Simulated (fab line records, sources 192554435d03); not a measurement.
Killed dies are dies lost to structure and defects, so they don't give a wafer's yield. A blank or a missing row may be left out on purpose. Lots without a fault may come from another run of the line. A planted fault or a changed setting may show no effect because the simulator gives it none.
Chamber matching | flow n5_finfet | N5_HKMG_FIN_ALD_79 on ald_metal-02: 4 sister chambers
The step deposits TiN, target thk 1.5 nm, pulse time 1 s, purge time 3 s. 4 wafers are shown with their chamber, then 7 later ones without.

WAFERS WITH THEIR CHAMBER
wafer  | chamber | heater_power_w (W)
L082.1 | 0       | 794
L082.5 | 3       | 770
L082.6 | 2       | 1017
L085.4 | 1       | 824

WAFERS WITHOUT THEIR CHAMBER
wafer  | heater_power_w (W)
L085.5 | 751
L091.3 | 841
L091.4 | 776
L091.6 | 750
L095.1 | 782
L095.4 | 830
L095.5 | 1013

WHICH CHAMBER EACH WENT THROUGH
wafer  | from the rows above     | in truth
L085.5 | can't be placed: 3 or 0 | 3
L091.3 | 1                       | 1
L091.4 | can't be placed: 3 or 0 | 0
L091.6 | can't be placed: 3 or 0 | 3
L095.1 | can't be placed: 0 or 3 | 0
L095.4 | 1                       | 1
L095.5 | 2                       | 2
Placed correctly: 3 of 7. Can't be placed from these rows: 4 (the true chamber is among the candidates in 4). Placed wrongly: 0.
How it was worked out, from the rows above alone: a wafer's distance from a chamber is the root of the sum, over the readings, of the square of ((its reading less the chamber's mean) divided by the reading's scatter). The wafer belongs to the nearest chamber; if the next one is less than 2 further off, it can't be placed. A chamber's mean is the mean of its shown wafers. The scatter: with one shown wafer a chamber, the root of the mean of the squares of how far each hidden wafer lies from its nearest shown one.
